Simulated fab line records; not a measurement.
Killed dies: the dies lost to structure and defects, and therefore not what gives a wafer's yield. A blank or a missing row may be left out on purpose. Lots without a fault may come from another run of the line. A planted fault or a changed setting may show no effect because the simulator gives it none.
fab line records	flow n5Finfet
record lots=9	wafers=27	lastDay=18
route steps=1938 shown BEOL_M5@1137
lots that met no fault: from a run of the same line without faults
startH: hours from the record's opening day to when the first of the lot's shown wafers began	waitH: how many hours have passed since the lot's step before this one	" identical to the entry in the row above	L1.1+2: a single row standing in for several wafers	- value missing, or start not given	* or withheld: withheld	< > ~ a bound
route shown NAME@n: NAME is a module with steps in the file, n the number in the route of the first one	usual: average and standard deviation across the fault-free wafers	same: alike in all rows	chamber/n: place in a boat	sites: per-site readings	_std_site: standard deviation of those values	_edge_site: mean of outer sites minus mean of inner sites	radiusMm: how far each site lies from the wafer's centre	mask NAME#n: copy n	behind: tool/chamber where the wafer was last shaped	hold: reason for holding the lot/hours on hold/outcome of the hold	device: names the non-switching transistor (n, p or np)	end of line: the same wafers' tests at the end of the route	a step with no rows: only its recipe	killed: at the first sort, the dies lost to defects and structure; wafer yield is something else	map: shows each die of a wafer: x if killed, . if not, _ if none is there
set.NAME: the run value of the setting; set.NAME@STEP: its run value at that earlier step	model.NAME: the simulator's own value behind a step, which no gauge read
a sample of lots followed through the steps of the route, with each step as a table and each wafer as a row
services: when a tool's chamber went out of use (startH, in hours from the record's first day, below 0 if earlier), for how many hours, and the reason
## steps
# step N5_BEOL_M5_STRIP_19
# recipe chemistry=O2	powerW=400	tempC=40	pressureMtorr=30	rfFrequencyHz=6e+07	biasPowerW=0	overashFraction=0.2	o2FlowSccm=225
# usual drypumpMotorCurrentA=5.7/0.46	oesProductAu=0.76/0.077	rfVppV=3.7/0.54	showerheadPlenumPTorr=2.11/0.083	throttleValvePct=16.75/0.24
lot.wafer	tool	chamber	startH	waitH	drypumpMotorCurrentA	oesProductAu	rfHoursCounterH	rfVppV	showerheadPlenumPTorr	throttleValvePct
L730.1	rieDiel-04	3	176.89	0.1	6.0	0.70	228	4.7	2.15	16.69
L730.3	"	0	"	"	5.3	0.76	170	3.3	2.19	16.78
L730.5	"	1	"	"	5.4	0.70	-	3.4	2.15	17.09
L731.2	rieDiel-01	3	186.11	0.1	5.9	0.69	229	3.5	2.07	16.66
L731.3	"	0	"	"	6.2	0.71	194	4.1	1.99	16.98
L731.5	"	2	"	"	5.1	0.77	-	3.7	2.18	16.66
L732.3	rieDiel-01	0	191.78	0.1	6.2	0.71	195	3.7	1.99	17.00
L732.5	"	1	"	"	6.4	0.75	-	3.7	2.10	16.90
L732.6	"	0	"	"	6.2	0.71	-	2.5	1.99	16.99
L738.3	rieDiel-01	0	222.04	0.1	6.2	0.70	204	2.6	1.99	17.00
L738.4	"	1	"	"	6.4	0.75	172	3.9	2.10	16.92
L738.5	"	3	"	"	5.9	0.69	-	3.4	2.07	16.68
L739.1	rieDiel-04	2	241.51	0.3	5.9	0.82	74	2.8	2.14	16.61
L739.2	"	3	"	"	6.0	0.68	246	3.6	2.14	16.74
L739.4	"	1	"	"	5.4	0.68	241	4.1	2.15	17.12
L746.1	rieDiel-04	0	275.56	0.1	5.3	0.72	205	4.3	2.17	16.87
L746.3	"	3	"	"	6.0	0.96	1	3.0	2.14	16.20
L746.5	"	3	"	"	6.0	0.95	-	3.2	2.14	16.22
L750.1	rieDiel-06	2	307.63	0.1	4.8	0.85	52	3.4	2.21	16.48
L750.2	"	1	"	"	5.6	0.74	166	3.2	1.90	16.50
L750.4	"	0	"	"	5.6	0.71	230	3.6	2.16	16.97
L751.2	rieDiel-06	1	311.34	0.1	5.5	0.74	167	3.5	1.90	16.50
L751.3	"	0	"	"	5.6	0.71	232	3.2	2.16	16.99
L751.5	"	0	"	"	5.6	0.70	-	3.5	2.16	16.97
L752.1	rieDiel-01	3	324.26	0.1	5.9	0.95	13	3.8	2.06	16.25
L752.3	"	0	"	"	6.2	0.67	241	2.7	1.98	17.08
L752.5	"	3	"	"	5.9	0.96	-	4.4	2.06	16.24
# step N5_BEOL_M5_TRENCH_ETCH_37
# recipe chemistry=C4F6/O2	targetDepthA=716.52	target=SiCOH_lowk	timeS=24.7	ionEnergyEv=250	pressureMtorr=30	sourceW=345	biasW=185	Ar_flow_sccm=300	C4F6_flow_sccm=10	O2_flow_sccm=10
# usual O2_flow_sccm=10.00/0.031	biasW=184.9/0.58	drypumpMotorCurrentA=5.7/0.44	oes_f_703_au=0.77/0.091	oesProductAu=0.77/0.087	rfVppV=667/11	showerheadPlenumPTorr=2.87/0.095	throttleValvePct=20.98/0.22
lot.wafer	tool	chamber	startH	waitH	O2_flow_sccm	biasW	drypumpMotorCurrentA	oes_f_703_au	oesProductAu	rfHoursCounterH	rfVppV	showerheadPlenumPTorr	throttleValvePct
L730.1	rieDiel-06	0	177.76	-	10.01	184.8	5.7	0.71	0.73	192	660	2.93	21.08
L730.3	"	3	"	"	10.00	185.2	6.2	0.75	0.72	232	660	2.80	21.03
L730.5	"	1	"	"	9.95	184.2	5.5	0.76	0.77	-	675	2.63	20.70
L731.2	rieDiel-01	0	187.01	-	10.01	183.9	6.2	0.70	0.71	194	664	2.71	21.23
L731.3	"	2	"	"	10.02	185.2	5.1	0.74	0.76	141	665	3.00	21.16
L731.5	"	2	"	"	9.99	184.4	5.1	0.75	0.76	-	665	3.00	21.17
L732.3	rieDiel-04	3	195.28	-	9.98	184.6	6.0	0.68	0.69	233	663	2.92	20.95
L732.5	"	1	"	"	9.99	184.9	5.5	0.72	0.70	-	678	2.91	21.29
L732.6	"	0	"	"	10.06	185.7	5.3	0.75	0.76	-	684	2.96	21.08
L738.3	rieDiel-04	3	223.91	-	9.99	184.2	6.0	0.67	0.69	242	662	2.91	20.96
L738.4	"	2	"	"	9.96	158.9	5.9	0.82	0.80	70	577	2.87	20.71
L738.5	"	1	"	"	10.05	185.5	5.5	0.72	0.70	-	677	2.91	21.30
L739.1	rieDiel-04	3	242.50	-	9.97	185.6	6.0	0.68	0.68	247	662	2.91	20.96
L739.2	"	2	"	"	9.95	159.1	5.9	0.82	0.79	74	575	2.87	20.72
L739.4	"	0	"	"	10.01	185.1	5.3	0.74	0.74	191	683	2.95	21.09
L746.1	rieDiel-01	1	277.83	-	10.04	185.1	6.4	0.73	0.73	193	670	2.81	21.04
L746.3	"	2	"	"	10.05	184.7	5.1	0.73	0.74	164	664	2.99	21.18
L746.5	"	2	"	"	10.02	184.7	5.1	0.72	0.74	-	665	2.99	21.17
L750.1	rieDiel-04	2	310.25	-	10.04	184.3	5.9	0.79	0.79	96	649	2.86	20.75
L750.2	"	3	"	"	9.98	185.4	6.0	0.89	0.90	14	661	2.90	20.54
L750.4	"	1	"	"	9.98	184.1	5.4	1.01	1.01	3	676	2.90	21.04
L751.2	rieDiel-04	0	313.71	-	10.01	184.9	5.3	0.72	0.72	219	683	2.94	21.13
L751.3	"	1	"	"	10.02	186.0	5.4	1.00	1.00	4	677	2.90	21.06
L751.5	"	2	"	"	9.97	184.1	5.9	0.80	0.79	-	649	2.86	20.76
L752.1	rieDiel-04	2	325.59	-	10.01	184.5	5.8	0.80	0.78	100	648	2.86	20.77
L752.3	"	0	"	"	9.98	185.1	5.3	0.72	0.71	223	683	2.94	21.12
L752.5	"	2	"	"	10.00	184.6	5.8	0.79	0.79	-	647	2.86	20.75
# step N5_BEOL_M5_OCD_MEAS_38
# usual trenchDepthNm=71.2/1.3
lot.wafer	tool	chamber	startH	waitH	trenchDepthNm
L730.1	ocd-01	-	177.91	-	70.8
L730.3	"	-	"	"	72.1
L730.5	"	-	"	"	71.6
L731.2	ocd-01	-	187.16	-	70.6
L731.3	"	-	"	"	69.5
L731.5	"	-	"	"	69.6
L732.3	ocd-01	-	195.44	-	71.0
L732.5	"	-	"	"	70.8
L732.6	"	-	"	"	71.0
L738.3	ocd-02	-	224.06	-	71.9
L738.4	"	-	"	"	67.1
L738.5	"	-	"	"	71.8
L739.1	ocd-01	-	242.66	-	71.5
L739.2	"	-	"	"	67.5
L739.4	"	-	"	"	72.1
L746.1	ocd-01	-	277.98	-	70.9
L746.3	"	-	"	"	69.8
L746.5	"	-	"	"	69.3
L750.1	ocd-02	-	310.40	-	69.7
L750.2	"	-	"	"	70.1
L750.4	"	-	"	"	74.8
L751.2	ocd-01	-	313.86	-	69.7
L751.3	"	-	"	"	75.0
L751.5	"	-	"	"	69.1
L752.1	ocd-01	-	325.74	-	69.8
L752.3	"	-	"	"	70.7
L752.5	"	-	"	"	70.4
# step N5_BEOL_M5_CD_MEAS_35
# recipe targetCdNm=28	targetCdYNm=24	polarity=opening
# usual cdNm=28.0/0.44
lot.wafer	tool	chamber	startH	waitH	cdNm
L730.1	cdSem-01	-	178.06	0.0	28.6
L730.3	"	-	"	"	28.0
L730.5	"	-	"	"	27.8
L731.2	cdSem-02	-	187.32	0.0	27.3
L731.3	"	-	"	"	27.5
L731.5	"	-	"	"	27.6
L732.3	cdSem-03	-	195.59	0.0	27.8
L732.5	"	-	"	"	27.7
L732.6	"	-	"	"	27.7
L738.3	cdSem-01	-	224.21	0.0	27.7
L738.4	"	-	"	"	28.1
L738.5	"	-	"	"	28.5
L739.1	cdSem-01	-	242.81	0.0	27.6
L739.2	"	-	"	"	28.0
L739.4	"	-	"	"	27.7
L746.1	cdSem-01	-	278.13	0.0	28.2
L746.3	"	-	"	"	27.1
L746.5	"	-	"	"	27.8
L750.1	cdSem-01	-	310.56	0.0	27.8
L750.2	"	-	"	"	28.9
L750.4	"	-	"	"	28.3
L751.2	cdSem-02	-	314.02	0.0	27.9
L751.3	"	-	"	"	28.7
L751.5	"	-	"	"	27.9
L752.1	cdSem-01	-	325.90	0.0	28.3
L752.3	"	-	"	"	28.1
L752.5	"	-	"	"	28.3
# step N5_BEOL_M5_ALD_86
# recipe material=TaN	targetThkA=*	tempC=275	aldPrecursorFamily=PDMAT	aldCoReactant=NH3	pressureTorr=3	carrierFlowSccm=1500	pulseTimeS=2	purgeTimeS=3	coReactantPurgeTimeS=2	coReactantPulseTimeS=3	aldCycles=30	precursorVesselTempC=75	precursorVesselPressureTorr=26.25	precursorVesselCarrierSccm=1000
# usual heaterPowerOuterW=220/26	heaterPowerW=402/35	susceptorTempC=275.02/0.2
lot.wafer	tool	chamber	startH	waitH	heaterPowerOuterW	heaterPowerW	susceptorTempC
L730.1	aldMetal-02	2	180.01	0.1	279	468	274.86
L730.3	"	3	"	"	245	414	274.95
L730.5	"	1	"	"	225	417	274.97
L731.2	aldMetal-04	2	188.20	0.2	188	366	274.91
L731.3	"	0	"	"	200	385	275.00
L731.5	"	3	"	"	193	347	275.09
L732.3	aldMetal-02	1	196.34	0.0	225	427	275.36
L732.5	"	0	"	"	224	408	275.15
L732.6	"	1	"	"	229	421	275.03
L738.3	aldMetal-04	0	225.34	0.0	201	388	274.90
L738.4	"	2	"	"	190	373	275.05
L738.5	"	0	"	"	197	383	275.15
L739.1	aldMetal-01	2	243.74	0.0	243	422	275.32
L739.2	"	1	"	"	195	354	274.92
L739.4	"	3	"	"	200	378	274.99
L746.1	aldMetal-01	3	278.64	0.0	201	383	274.99
L746.3	"	1	"	"	198	356	275.13
L746.5	"	2	"	"	253	430	275.35
L750.1	aldMetal-02	2	311.34	0.3	277	478	274.55
L750.2	"	0	"	"	234	423	275.06
L750.4	"	3	"	"	238	408	274.68
L751.2	aldMetal-01	3	315.23	0.0	197	387	275.03
L751.3	"	2	"	"	241	424	275.08
L751.5	"	2	"	"	254	429	274.77
L752.1	aldMetal-02	3	326.66	0.0	239	416	274.98
L752.3	"	0	"	"	237	408	275.00
L752.5	"	3	"	"	243	419	275.02
# step N5_BEOL_M5_RS_MEAS_57
# recipe thkMeasGauge=four-point-probe	reads=Co_of_BEOL_M5_CO_CAP_78+Cu_of_BEOL_M5_ECD_50+Co_of_BEOL_M5_CVD_47+TaN_of_BEOL_M5_ALD_86
# usual M5_RS=0.391/0.013
lot.wafer	tool	chamber	startH	waitH	M5_RS[ohm/sq]
L730.1	filmMetro-02	-	187.05	0.1	0.395
L730.3	"	-	"	"	0.390
L730.5	"	-	"	"	0.399
L731.2	filmMetro-01	-	196.17	0.1	0.400
L731.3	"	-	"	"	0.401
L731.5	"	-	"	"	0.409
L732.3	filmMetro-01	-	202.58	0.1	0.397
L732.5	"	-	"	"	0.401
L732.6	"	-	"	"	0.391
L738.3	filmMetro-01	-	234.49	0.1	0.375
L738.4	"	-	"	"	0.417
L738.5	"	-	"	"	0.384
L739.1	filmMetro-01	-	249.72	0.0	0.383
L739.2	"	-	"	"	0.430
L739.4	"	-	"	"	0.384
L746.1	filmMetro-02	-	285.04	0.0	0.388
L746.3	"	-	"	"	0.397
L746.5	"	-	"	"	0.401
L750.1	filmMetro-02	-	318.39	0.1	0.400
L750.2	"	-	"	"	0.397
L750.4	"	-	"	"	0.365
L751.2	filmMetro-02	-	321.30	0.1	0.397
L751.3	"	-	"	"	0.372
L751.5	"	-	"	"	0.417
L752.1	filmMetro-01	-	333.22	0.1	0.393
L752.3	"	-	"	"	0.378
L752.5	"	-	"	"	0.367
## services
tool	chamber	startH	hours	kind
aldMetal-02	-	175.46	0.9	repair
aldMetal-02	2	181.98	17.3	repair
aldMetal-02	3	201.15	10.5	repair
rieDiel-01	2	244.51	16.5	repair
rieDiel-04	3	251.21	-	clean
rieDiel-04	3	251.21	-	consumableReplace:focusRing
rieDiel-04	3	251.21	22.0	scheduledDown
rieDiel-04	3	251.21	22.0	ventCycle
aldMetal-04	0	254.51	5.5	repair
rieDiel-01	3	261.45	-	clean
rieDiel-01	3	261.45	-	consumableReplace:focusRing
rieDiel-01	3	261.45	23.1	scheduledDown
rieDiel-01	3	261.45	23.1	ventCycle
aldMetal-02	3	261.79	27.9	repair
aldMetal-02	2	266.08	12.8	repair
rieDiel-04	1	273.24	-	clean
rieDiel-04	1	273.24	-	consumableReplace:focusRing
rieDiel-04	1	273.24	28.3	scheduledDown
rieDiel-04	1	273.24	28.3	ventCycle
rieDiel-06	0	287.07	4.0	repair
rieDiel-01	1	288.75	1.8	repair
aldMetal-01	0	296.89	28.7	repair
aldMetal-04	1	311.38	5.0	repair
aldMetal-04	0	316.13	2.1	repair
## key
firstSign step=N5_BEOL_M5_TRENCH_ETCH_37	reading=biasW	direction=down	sigmas=45	usual=*	struck=*
effect step=N5_BEOL_M5_TRENCH_ETCH_37	reading=rfVppV	direction=down	sigmas=8.6	usual=667	struck=576
effect step=N5_BEOL_M5_OCD_MEAS_38	reading=trenchDepthNm	direction=down	sigmas=2.9	usual=71.2	struck=67.3
effect step=N5_BEOL_M5_RS_MEAS_57	reading=M5_RS	direction=up	sigmas=2.5	usual=0.391	struck=0.423
metAt N5_BEOL_M5_TRENCH_ETCH_37
struckLots L738,L739
struckWafers L738.4,L739.2
notActingAt N5_BEOL_M5_STRIP_19,N5_BEOL_M5_CD_MEAS_35,N5_BEOL_M5_ALD_86
fault kind=processParameterDrift	tool=rieDiel-04	chamber=2	onsetH=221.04	steps=N5_BEOL_M5_TRENCH_ETCH_37	channel=biasW	offset=*	shape=step	endH=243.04	actsIn=*	stated=*
